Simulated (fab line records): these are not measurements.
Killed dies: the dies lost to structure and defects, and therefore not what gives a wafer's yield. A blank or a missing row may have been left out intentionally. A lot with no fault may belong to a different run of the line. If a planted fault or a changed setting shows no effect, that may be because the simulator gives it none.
Matching of chambers | flow n5_finfet | N5_HKMG_FIN_CMP_23 on cmp-03: 4 sister chambers
The step polishes, stops on SiNx, t overpolish 10 s, target thk 46.326 nm. 8 wafers are shown with their chamber, then 7 later ones without.

== WAFERS WITH THEIR CHAMBER ==
wafer  | chamber | motor_current_A (A) | time_to_endpoint_s (s)
L079.5 | 3       | 14.4                | 13.9
L085.2 | 3       | 14.2                | 11.8
L085.3 | 1       | 14.0                | 13.2
L087.3 | 0       | 12.4                | 11.3
L087.4 | 2       | 13.9                | 8.9
L087.5 | 1       | 14.1                | 14.6
L088.1 | 2       | 13.7                | 7.5
L088.4 | 0       | 11.5                | 11.1

== WAFERS WITHOUT THEIR CHAMBER ==
wafer  | motor_current_A (A) | time_to_endpoint_s (s)
L088.5 | 12.0                | 11.6
L094.1 | 13.8                | 9.1
L094.2 | 13.5                | 12.2
L094.4 | 12.4                | 10.5
L095.1 | 13.5                | 8.9
L095.3 | 11.6                | 12.4
L095.6 | 14.3                | 9.4

== CHAMBER TAKEN BY EACH ==
wafer  | from the rows above          | in truth
L088.5 | 0                            | 0
L094.1 | 2                            | 2
L094.2 | can't be placed: 1 or 3 or 2 | 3
L094.4 | 0                            | 0
L095.1 | 2                            | 2
L095.3 | 0                            | 0
L095.6 | can't be placed: 2 or 3      | 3
5 of 7 placed correctly. Cannot be placed on the basis of these rows: 2; the candidates contain the true chamber in 2. Number placed wrongly: 0.
How it was worked out, from the rows above alone: a wafer's distance from a chamber is the root of the sum, over the readings, of the square of ((its reading less the chamber's mean) divided by the reading's scatter). If the next closest chamber is less than 2 further off than the closest, the wafer can't be placed; otherwise it belongs to the closest. Each chamber's mean is taken over the wafers shown for it. The scatter is the square root of a quotient: the sum, over the shown wafers, of each reading's squared deviation from its chamber's mean, divided by wafers minus chambers.
